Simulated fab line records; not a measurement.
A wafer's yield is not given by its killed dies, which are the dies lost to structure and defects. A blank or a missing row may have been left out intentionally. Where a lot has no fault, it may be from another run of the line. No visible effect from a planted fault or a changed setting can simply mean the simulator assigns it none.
Which tool did it? ; flow nand-harc ; 33 wafers from 11 lots sampled at 7 of the route's 1302 steps

WHAT THE GAUGES READ, wafer by wafer
NHARC_P_STI_OCD_MEAS_17. Usual: trench-depth-nm 300 nm, standard deviation 3.3; trench-foot-cd-nm 157.9 nm, standard deviation 1.6.
lot;measured;on;trench-depth-nm (nm);trench-foot-cd-nm (nm);flag
L924;day 2 04:38;ocd-02;297 298 297;158.6 159.2 158.6;
L923;day 2 04:45;ocd-01;304 301 301;158.0 160.7 158.9;
L925;day 2 15:43;ocd-01;296 302 296;158.8 154.5 158.4;
L931;day 5 02:32;ocd-02;297 297 298;159.5 157.1 158.7;
L934;day 6 09:50;ocd-01;296 298 296;157.2 156.6 158.3;
L935;day 6 19:11;ocd-01;303 304 304;155.0 155.7 156.2;
L936;day 7 06:07;ocd-01;303 306 302;157.7 159.6 158.0;
L942;day 9 20:02;ocd-02;300 304 299;159.4 156.0 159.5;
L943;day 10 06:43;ocd-02;300 298 300;159.3 155.7 158.8;
L944;day 10 16:13;ocd-02;296 295 301;160.1 161.6 158.5;
L946;day 11 09:07;ocd-01;299 294 297;159.3 160.8 161.4;

NHARC_P_GATE_CD_MEAS_11 targets a cd of 1640 nm. Usual: cd-nm 1640.0 nm, standard deviation 1.6.
lot;measured;on;cd-nm (nm);flag
L924;day 3 13:46;cd-sem-01;1640.6 1641.8 1642.3;
L923;day 3 13:37;cd-sem-03;1641.2 1640.5 1640.0;
L925;day 4 04:29;cd-sem-03;1642.0 1643.2 1644.0;
L931;day 6 15:41;cd-sem-03;1640.4 1637.9 1639.2;
L934;day 7 21:23;cd-sem-03;1641.5 1639.3 1639.1;
L935;day 8 04:56;cd-sem-02;- - -;OFF
L936;day 8 17:37;cd-sem-01;- - -;OFF
L942;day 11 06:59;cd-sem-01;1641.3 1638.7 1639.3;
L943;day 11 19:22;cd-sem-02;1641.3 1642.2 1640.3;
L944;day 12 01:32;cd-sem-03;1640.0 1639.8 1640.0;
L946;day 12 21:22;cd-sem-03;1640.7 1641.8 1642.7;

NHARC_P_GATE_INSPECT_28. Usual: raw-defect-count 6.5, standard deviation 2.6.
lot;measured;on;raw-defect-count;flag
L924;day 4 06:32;defect-inspect-01;3 7 9;
L923;day 4 07:07;defect-inspect-01;7 5 3;
L925;day 4 20:58;defect-inspect-01;6 5 8;
L931;day 7 06:09;defect-inspect-01;6 6 5;
L934;day 8 16:02;defect-inspect-02;5 7 11;
L935;day 8 20:38;defect-inspect-02;1087 1053 1060 1089 1076 1055;OFF
L936;day 9 08:46;defect-inspect-01;1059 1053 1050 1068 1087 1060;OFF
L942;day 11 21:26;defect-inspect-02;9 5 5;
L943;day 12 12:22;defect-inspect-02;5 8 5;
L944;day 12 16:44;defect-inspect-02;11 7 4;
L946;day 13 11:18;defect-inspect-01;6 8 8;

NHARC_END_SORT_01. Usual: defect-limited-yield 92.3 %, standard deviation 2.2; killed-at-array 47, standard deviation 14; killed-at-other 0.5, standard deviation 0.72; killed-at-periphery 4, standard deviation 3.1; killed-dies 52, standard deviation 15; killed-open 3.2, standard deviation 1.9; killed-short 2.4, standard deviation 1.7; sort_bin_2_pct 2.7 %, standard deviation 1.1; sort_bin_3_pct 0.6 %, standard deviation 0.34; sort_bin_4_pct 4.4 %, standard deviation 1.3; sort-n-pass 625, standard deviation 15; sort-rim-yield-pct 90 %, standard deviation 4.3; sort-yield-pct 92.3 %, standard deviation 2.2.
lot;measured;on;defect-limited-yield (%);killed-at-array;killed-at-other;killed-at-periphery;killed-dies;killed-open;killed-short;sort_bin_2_pct (%);sort_bin_3_pct (%);sort_bin_4_pct (%);sort-n-pass;sort-rim-yield-pct (%);sort-yield-pct (%);flag
L925;day 24 07:56;prober-02;97.5 96.3 95.7;14 21 26;0 0 0;3 4 3;17 25 29;2 3 4;1 1 4;1.2 1.3 0.9;0 0 0.4;1.3 2.4 3.0;660 652 648;97 95 94;97.5 96.3 95.7;

EACH LOT AND THE TOOL THAT RAN IT (in order: tool; ch and the chambers of the sampled wafers; start)
lot;NHARC_P_GATE_EXPOSE_08;NHARC_P_GATE_ETCH_114;NHARC_P_GATE_ALD_36
L924;krf-scanner-01 ch 0, day 3 13:36;rie-diel-12 ch 0,1,3, day 4 07:52 or earlier;ald-sin-03 ch 0,2,3, day 4 07:52
L923;krf-scanner-02 ch 0, day 3 13:28;rie-diel-12 ch 0,1,3, day 4 08:31 or earlier;ald-sin-02 ch 0,1, day 4 08:31
L925;krf-scanner-01 ch 0, day 4 04:20;rie-diel-06 ch 0,3, day 4 22:17 or earlier;ald-sin-01 ch 2,3, day 4 22:17
L931;krf-scanner-04 ch 0, day 6 15:32;rie-diel-06 ch 0,2,3, day 7 08:32 or earlier;ald-sin-02 ch 0,2,3, day 7 08:32
L934;krf-scanner-01 ch 0, day 7 21:13;rie-diel-12 ch 1,2,3, day 8 18:24 or earlier;ald-sin-01 ch 1,2, day 8 18:24
L935;krf-scanner-01, day 8 04:47;-;-
L936;krf-scanner-02, day 8 17:27;-;-
L942;krf-scanner-02 ch 0, day 11 06:50;rie-diel-06 ch 0,1,3, day 12 01:20 or earlier;ald-sin-02 ch 0,1,2, day 12 01:20
L943;krf-scanner-01 ch 0, day 11 19:12;rie-diel-12 ch 1,2,3, day 12 13:44 or earlier;ald-sin-01 ch 1,2, day 12 13:44
L944;krf-scanner-02 ch 0, day 12 01:23;rie-diel-12 ch 0,1,3, day 12 18:07 or earlier;ald-sin-03 ch 1,2,3, day 12 18:07
L946;krf-scanner-02 ch 0, day 12 21:13;rie-diel-06 ch 0,3, day 13 13:40 or earlier;ald-sin-01 ch 0,3, day 13 13:40
- NHARC_P_GATE_EXPOSE_08: exposes mask P HV.
- NHARC_P_GATE_ETCH_114: etches the open film in CF4/O2, target depth 30 nm, overetch 3 nm, time 16.5 s.
- NHARC_P_GATE_ALD_36: deposits SiNx, target thk 20 nm, pulse time 60 s, ald cycles 223.

AS READ BY THE TOOLS THEMSELVES (means over the sampled wafers that have a number; for cases with no such wafer, the mark the record gives instead)
NHARC_P_GATE_EXPOSE_08. Usual: exposure-dose-mJ-cm2 16.754, standard deviation 0.019; focus-offset-nm 0.1 nm, standard deviation 0.62.
lot;tool;exposure-dose-mJ-cm2;focus-offset-nm (nm);flag
L924;krf-scanner-01;16.733;0.5;
L923;krf-scanner-02;16.758;0.2;
L925;krf-scanner-01;16.725;0.5;
L931;krf-scanner-04;16.759;-0.0;
L934;krf-scanner-01;16.763;-0.5;
L935;krf-scanner-01;-;-;OFF
L936;krf-scanner-02;-;-;OFF
L942;krf-scanner-02;16.775;0.1;
L943;krf-scanner-01;16.745;0.5;
L944;krf-scanner-02;16.733;0.4;
L946;krf-scanner-02;16.756;-0.4;

NHARC_P_GATE_ETCH_114. Usual: drypump-motor-current-A 5.9 A, standard deviation 0.43; oes-product-au 1.001 a.u., standard deviation 0.0085; rf-vpp-V 198.1 V, standard deviation 1.1; showerhead-plenum-p-Torr 1.35 Torr, standard deviation 0.043; throttle-valve-pct 13.398 %, standard deviation 0.01.
lot;tool;drypump-motor-current-A (A);oes-product-au (a.u.);rf-vpp-V (V);showerhead-plenum-p-Torr (Torr);throttle-valve-pct (%);flag
L924;rie-diel-12;6.2;0.998;197.5;1.32;13.398;
L923;rie-diel-12;6.2;1.009;197.6;1.32;13.393;
L925;rie-diel-06;5.7;1.003;198.9;1.35;13.399;
L931;rie-diel-06;5.9;0.998;198.3;1.38;13.403;
L934;rie-diel-12;5.9;1.001;198.1;1.34;13.402;
L942;rie-diel-06;5.6;0.991;198.6;1.36;13.401;
L943;rie-diel-12;5.9;0.997;197.9;1.34;13.388;
L944;rie-diel-12;6.2;0.998;197.7;1.32;13.402;
L946;rie-diel-06;5.7;0.985;198.3;1.35;13.390;

NHARC_P_GATE_ALD_36. Usual: heater-power-w 824 W, standard deviation 77; precursor-pulse-height-rel 1.001, standard deviation 0.019.
lot;tool;heater-power-w (W);precursor-pulse-height-rel;flag
L924;ald-sin-03;790;1.003;
L923;ald-sin-02;859;1.014;
L925;ald-sin-01;907;1.011;
L931;ald-sin-02;776;0.998;
L934;ald-sin-01;774;1.004;
L942;ald-sin-02;821;0.991;
L943;ald-sin-01;809;0.990;
L944;ald-sin-03;828;0.988;
L946;ald-sin-01;909;1.002;

THE ANSWER, worked out from the rows above alone
Rule: lot off if the mean of its wafers having a number is beyond 3 standard deviations from the usual mean. A lot without any number at a reading at which 4 lots or more have one is off too. The other lots that the step has rows for count as sound. First the gauges in route order, then the tools' own readings, where a lot's mean is used as printed above. At the first step where some lot is off, the reading lying furthest off is the one used; lots without a number count as furthest.
Off: L935, L936, at NHARC_P_GATE_CD_MEAS_11 (cd-nm). Without a number there: L935, L936.
If a tool, at a process step before that reading, ran all the lots that are off and no sound lot after the first of them, it fits. Not tried: the gauges at NHARC_P_GATE_CD_MEAS_11; whatever is off there is also off at NHARC_P_GATE_INSPECT_28, on other tools, and gauge error can't account for it. No candidate that was tried fits.

WHAT THE SIMULATOR HAD INSERTED
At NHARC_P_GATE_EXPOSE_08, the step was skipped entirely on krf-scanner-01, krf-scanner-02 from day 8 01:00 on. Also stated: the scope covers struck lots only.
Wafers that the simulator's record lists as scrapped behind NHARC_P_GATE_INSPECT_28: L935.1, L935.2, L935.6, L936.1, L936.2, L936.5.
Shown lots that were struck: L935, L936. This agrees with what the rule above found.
